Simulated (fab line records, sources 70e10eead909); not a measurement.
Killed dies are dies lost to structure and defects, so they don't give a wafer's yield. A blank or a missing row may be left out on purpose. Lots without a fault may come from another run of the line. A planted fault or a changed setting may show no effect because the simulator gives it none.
fab line records | flow nand_harc | part 2 of 2: steps 5 to 6 of 6
record lots=21 wafers=63 last_day=25
route steps=1159 shown A_STAIRCASE@625
lots that met no fault: from a run of the same line without faults
start_h: hours from the record's first day to the start of the lot's first wafer shown | wait_h: hours since the lot's step before | " the same as in the row above | L1.1+2: a row that stands for several wafers | - no value, or no start given | * or withheld: withheld | < > ~ a bound
route shown NAME@n: a module of which the file shows steps, and the number in the route of the first | usual: mean/standard deviation of fault-free wafers | same: alike in all rows | chamber/n: place in a boat | sites: the reading at each site | _std_site: their standard deviation | _edge_site: outer sites' mean less inner sites' | radius_mm: how far each site lies from the wafer's centre | mask NAME#n: copy n | behind: the tool/chamber that last shaped the wafer | hold: why the lot was held/for how many hours/how that ended | device: the transistor (n, p or np) that didn't switch | end of line: the same wafers' tests at the end of the route | a step without rows: its recipe alone | killed: dies lost to structure and defects at the first sort, not the wafer's yield | map: a wafer's dies, x killed, . not, _ none there
set.NAME: the setting as run; set.NAME@STEP: as run at that earlier step | model.NAME: the simulator's own value behind a step, which no gauge read
steps of the route over a sample of lots; a table a step, a row a wafer
services: from which hour (start_h, from the record's first day; less than 0 if before it) a tool's chamber was out of use, for how many hours, and why
## steps
# step NHARC_A_STAIRCASE_STRIP_295
# recipe o2_flow_sccm=500 ar_flow_sccm=0 bias_w=0 chemistry=O2
# usual drypump_motor_current_A=5.7/0.34 o2_flow_sccm=499.8/1.4 oes_product_au=0.996/0.011 rf_vpp_V=57.7/0.99 showerhead_plenum_p_Torr=3.52/0.13 throttle_valve_pct=17.036/0.01
# columns lot.wafer tool chamber start_h wait_h drypump_motor_current_A o2_flow_sccm oes_product_au rf_hours_counter_h rf_vpp_V showerhead_plenum_p_Torr throttle_valve_pct
L075.3 rie_diel-13 2 - - 5.7 502.5 1.006 56 57.9 3.66 17.040
L075.1 " 3 " " 5.6 500.1 1.017 57 56.8 3.45 17.026
L075.5 " 2 " " 5.6 500.3 0.998 - 57.4 3.66 17.029
L074.2 rie_diel-04 1 - - 5.5 498.8 0.981 49 56.0 3.71 17.020
L074.3 " 2 " " 5.4 497.8 0.998 52 57.9 3.37 17.042
L074.1 " 3 " " 6.1 500.0 0.996 54 58.2 3.67 17.036
L076.2 rie_diel-13 0 - - 5.5 498.3 0.988 57 57.8 3.37 17.038
L076.4 " 2 " " 5.6 499.3 0.997 - 57.7 3.66 17.022
L076.6 " 3 " " 5.6 501.0 1.002 - 57.8 3.45 17.030
L077.2 rie_diel-13 0 - - 5.4 499.6 0.987 59 55.6 3.37 17.033
L077.4 " 1 " " 5.2 497.1 0.998 55 55.9 3.46 17.048
L077.5 " 1 " " 5.2 500.9 1.003 - 56.4 3.46 17.039
L078.4 rie_diel-04 2 - - 5.4 497.8 1.005 59 58.3 3.37 17.030
L078.2 " 0 " " 6.1 501.0 0.994 59 56.0 3.56 17.057
L078.5 " 2 " " 5.4 500.2 1.004 - 57.6 3.37 17.024
L081.3 rie_diel-13 3 - - 5.6 500.8 0.994 4 58.4 3.45 17.026
L081.1 " 0 " " 5.5 498.9 0.991 5 55.9 3.37 17.019
L081.5 " 2 " " 5.7 500.4 1.013 - 56.6 3.65 17.023
L080.1 rie_diel-08 3 - - 5.8 497.3 0.997 70 56.6 3.47 17.047
L080.5 " 1 " " 6.3 498.3 1.005 - 56.6 3.33 17.032
L080.6 " 3 " " 5.8 497.2 0.997 - 57.4 3.47 17.043
L084.1 rie_diel-04 0 - - 6.1 499.3 0.984 2 57.9 3.56 17.044
L084.2 " 1 " " 5.5 497.8 0.997 2 56.4 3.70 17.041
L084.5 " 3 " " 6.1 499.0 0.995 - 58.1 3.66 17.037
L082.2 rie_diel-04 0 - - 6.1 498.5 0.988 3 58.3 3.56 17.042
L082.4 " 2 " " 5.4 501.7 0.995 3 57.3 3.36 17.036
L082.5 " 0 " " 6.1 499.4 0.989 - 58.5 3.56 17.037
L079.1 rie_diel-13 0 - - 5.5 498.6 0.994 12 58.6 3.37 17.035
L079.2 " 3 " " 5.6 500.2 0.992 12 58.3 3.44 17.041
L079.6 " 1 " " 5.2 497.6 1.015 - 57.7 3.45 17.035
L088.3 rie_diel-08 1 - - 6.2 499.1 1.015 6 56.6 3.33 17.010
L088.1 " 0 " " 6.3 500.0 0.995 6 55.5 3.55 17.034
L088.4 " 3 " " 5.8 498.7 1.017 - 58.7 3.47 17.024
L086.1 rie_diel-04 2 - - 5.4 498.3 0.998 13 57.9 3.36 17.039
L086.4 " 3 " " 6.1 500.2 0.992 12 59.8 3.65 17.023
L086.2 " 0 " " 6.1 500.0 0.994 13 59.1 3.55 17.045
L087.2 rie_diel-04 2 - - 5.4 498.5 0.986 14 58.3 3.36 17.048
L087.3 " 3 " " 6.1 499.8 0.977 13 56.5 3.65 17.040
L087.4 " 0 " " 6.1 499.9 0.979 14 59.8 3.55 17.039
L085.3 rie_diel-13 3 - - 5.6 499.6 0.991 22 56.4 3.44 17.033
L085.1 " 0 " " 5.5 502.4 0.996 21 56.4 3.36 17.021
L085.6 " 1 " " 5.2 502.2 1.013 - 57.3 3.45 17.019
L089.4 rie_diel-08 3 - - 5.8 499.4 1.020 13 58.6 3.46 17.022
L089.2 " 2 " " 5.5 501.6 1.014 4 58.7 3.60 17.027
L089.5 " 0 " " 6.3 503.7 0.998 - 56.9 3.55 17.028
L091.4 rie_diel-04 0 - - 6.1 499.4 0.977 20 57.4 3.55 17.033
L091.1 " 3 " " 6.1 500.3 0.983 19 57.2 3.65 17.024
L091.5 " 0 " " 6.1 501.1 0.981 - 57.2 3.55 17.025
L090.4 rie_diel-08 1 - - 6.3 499.6 1.015 16 57.4 3.33 17.040
L090.2 " 2 " " 5.6 501.8 1.018 7 57.8 3.60 17.037
L090.5 " 2 " " 5.6 502.6 1.014 - 58.5 3.60 17.054
L093.3 rie_diel-04 3 - - 6.1 500.6 0.985 23 57.6 3.65 17.026
L093.1 " 0 " " 6.1 501.1 0.977 24 57.9 3.55 17.033
L093.4 " 1 " " 5.5 499.9 0.985 28 59.4 3.69 17.036
L094.2 rie_diel-08 0 - - 6.3 499.3 0.993 24 57.1 3.54 17.042
L094.1 " 2 " " 5.5 498.7 1.001 15 57.8 3.59 17.029
L094.5 " 3 " " 5.8 502.4 0.992 - 58.7 3.46 17.030
L096.3 rie_diel-04 1 - - 5.5 499.6 0.993 36 60.3 3.68 17.037
L096.1 " 3 " " 6.1 498.3 0.995 31 57.1 3.64 17.042
L096.2 " 0 " " 6.1 499.7 0.980 32 57.2 3.54 17.034
L097.4 rie_diel-13 3 - - 5.6 498.9 0.998 45 58.5 3.43 17.039
L097.2 " 1 " " 5.2 501.2 0.995 46 58.6 3.44 17.019
L097.6 " 3 " " 5.6 499.2 0.998 - 60.4 3.43 17.049
# step NHARC_A_STAIRCASE_HM_OPEN_463
# recipe o2_flow_sccm=400 cos_flow_sccm=20 ar_flow_sccm=0 rf_w=500 bias_w=300 chemistry=O2/COS
# usual drypump_motor_current_A=5.8/0.35 o2_flow_sccm=400.1/1.2 oes_product_au=0.997/0.011 rf_vpp_V=466.6/2.6 showerhead_plenum_p_Torr=3.10/0.11 throttle_valve_pct=28.330/0.0084
# columns lot.wafer tool chamber start_h wait_h drypump_motor_current_A o2_flow_sccm oes_product_au rf_hours_counter_h rf_vpp_V showerhead_plenum_p_Torr throttle_valve_pct
L075.3 rie_diel-04 0 - - 6.1 400.7 0.999 51 469.3 3.16 28.337
L075.1 " 1 " " 5.5 402.0 0.981 50 471.6 3.29 28.345
L075.5 " 1 " " 5.5 402.6 0.979 - 470.2 3.29 28.337
L074.3 rie_diel-08 3 - - 5.8 399.0 0.993 53 466.2 3.08 28.327
L074.2 " 0 " " 6.3 400.8 0.997 54 468.9 3.15 28.360
L074.1 " 1 " " 6.3 400.0 1.016 53 462.8 2.96 28.331
L076.2 rie_diel-08 3 - - 5.8 398.9 0.981 57 465.4 3.08 28.324
L076.4 " 3 " " 5.8 398.0 0.991 - 466.0 3.08 28.331
L076.6 " 1 " " 6.3 400.9 1.000 - 462.1 2.95 28.338
L077.2 rie_diel-04 2 - - 5.4 398.5 0.994 59 464.8 2.98 28.330
L077.4 " 0 " " 6.1 401.1 0.995 59 467.5 3.15 28.335
L077.5 " 3 " " 6.1 398.2 0.994 - 469.3 3.24 28.328
L078.2 rie_diel-08 3 - - 5.8 401.3 0.987 61 465.5 3.08 28.331
L078.5 " 1 " " 6.3 399.4 0.998 - 462.3 2.95 28.315
L078.4 " 0 " " 6.2 398.1 0.988 - 467.6 3.15 28.341
L081.1 rie_diel-08 0 - - 6.3 401.8 0.987 70 466.7 3.14 28.332
L081.3 " 1 " " 6.2 398.1 1.001 69 462.6 2.95 28.334
L081.5 " 0 " " 6.3 400.6 0.990 - 467.6 3.14 28.321
L080.1 rie_diel-04 1 - - 5.5 401.5 0.985 3 470.8 3.28 28.336
L080.6 " 2 " " 5.4 398.8 0.980 - 463.9 2.97 28.325
L080.5 " 3 " " 6.1 401.0 0.983 - 468.9 3.24 28.320
L082.4 rie_diel-13 3 - - 5.6 400.6 0.995 12 465.9 3.05 28.330
L082.2 " 0 " " 5.5 398.7 0.989 13 462.8 2.98 28.307
L082.5 " 1 " " 5.2 399.6 1.002 - 465.7 3.06 28.327
L084.2 rie_diel-04 1 - - 5.5 399.3 0.997 9 471.4 3.28 28.325
L084.1 " 3 " " 6.1 399.2 0.978 6 470.0 3.24 28.344
L084.5 " 1 " " 5.5 399.5 1.008 - 471.1 3.28 28.330
L079.1 rie_diel-08 0 - - 6.2 400.9 0.984 2 467.4 3.14 28.331
L079.2 " 1 " " 6.3 398.5 1.011 2 463.0 2.95 28.335
L079.6 " 1 " " 6.2 399.3 1.005 - 464.1 2.95 28.329
L088.1 rie_diel-04 3 - - 6.1 396.6 0.992 12 469.6 3.23 28.339
L088.3 " 1 " " 5.5 402.9 0.994 14 471.5 3.27 28.334
L088.4 " 2 " " 5.4 401.0 0.994 13 463.2 2.97 28.325
L086.1 rie_diel-08 3 - - 5.8 399.4 1.016 8 465.9 3.07 28.332
L086.2 " 0 " " 6.3 399.9 1.002 8 467.8 3.14 28.328
L086.4 " 1 " " 6.3 400.4 1.013 - 464.2 2.94 28.339
L087.2 rie_diel-08 3 - - 5.8 401.0 1.010 9 466.9 3.07 28.327
L087.3 " 0 " " 6.3 400.2 0.989 9 468.8 3.14 28.329
L087.4 " 1 " " 6.3 401.0 1.002 9 464.0 2.94 28.326
L085.3 rie_diel-13 0 - - 5.4 400.2 1.001 22 463.9 2.97 28.328
L085.1 " 1 " " 5.2 400.9 1.006 22 466.7 3.05 28.339
L085.6 " 3 " " 5.6 399.6 0.993 - 464.6 3.04 28.329
L089.4 rie_diel-13 2 - - 5.6 400.0 0.996 27 469.9 3.22 28.328
L089.2 " 3 " " 5.7 400.6 0.992 28 465.7 3.04 28.334
L089.5 " 2 " " 5.7 401.7 1.008 - 469.1 3.22 28.319
L091.4 rie_diel-04 0 - - 6.1 399.3 0.997 21 469.2 3.14 28.330
L091.1 " 1 " " 5.5 400.9 0.982 23 468.3 3.27 28.338
L091.5 " 3 " " 6.1 399.4 0.983 - 468.4 3.23 28.342
L090.2 rie_diel-08 1 - - 6.2 398.7 1.019 17 464.1 2.94 28.338
L090.4 " 3 " " 5.8 400.0 1.011 16 465.4 3.06 28.312
L090.5 " 2 " " 5.6 399.1 1.009 - 469.0 3.18 28.331
L093.1 rie_diel-13 2 - - 5.7 399.8 1.004 34 469.0 3.22 28.332
L093.4 " 3 " " 5.6 400.1 1.003 33 465.7 3.04 28.337
L093.3 " 1 " " 5.2 399.8 0.999 34 464.9 3.04 28.325
L094.2 rie_diel-04 0 - - 6.1 400.1 0.979 27 467.9 3.14 28.330
L094.1 " 2 " " 5.4 400.2 1.002 30 462.7 2.96 28.335
L094.5 " 0 " " 6.1 400.5 0.985 - 466.5 3.14 28.331
L096.2 rie_diel-13 0 - - 5.5 400.5 1.000 44 463.3 2.96 28.334
L096.1 " 1 " " 5.2 398.1 1.017 43 466.5 3.04 28.326
L096.3 " 2 " " 5.7 401.7 1.009 42 468.2 3.22 28.338
L097.2 rie_diel-08 1 - - 6.3 399.4 1.018 37 463.4 2.93 28.339
L097.4 " 2 " " 5.5 399.0 1.005 28 468.1 3.17 28.337
L097.6 " 1 " " 6.3 401.0 1.017 - 464.1 2.93 28.332
## services
# columns tool chamber start_h hours kind
rie_diel-13 - 237.17 0.5 repair
rie_diel-04 0 244.90 - clean
rie_diel-04 1 244.90 - clean
rie_diel-04 2 244.90 - clean
rie_diel-04 3 244.90 - clean
rie_diel-13 1 268.75 6.3 repair
rie_diel-04 0 269.40 - clean
rie_diel-04 1 269.40 - clean
rie_diel-04 2 269.40 - clean
rie_diel-04 3 269.40 - clean
plasma_asher-02 - 270.20 1.7 repair
plasma_asher-01 - 276.30 9.0 pm
rie_diel-13 - 276.66 9.0 pm
plasma_asher-02 - 282.42 2.9 repair
rie_diel-04 - 289.96 9.0 pm
rie_diel-04 0 289.96 9.0 vent_cycle
rie_diel-04 1 289.96 9.0 vent_cycle
rie_diel-04 2 289.96 9.0 vent_cycle
rie_diel-04 3 289.96 9.0 vent_cycle
rie_diel-04 0 298.96 - clean
rie_diel-04 0 298.96 - consumable_replace:focus_ring
rie_diel-08 - 301.84 9.0 pm
plasma_asher-02 - 357.98 4.5 repair
plasma_asher-02 - 362.52 9.0 pm
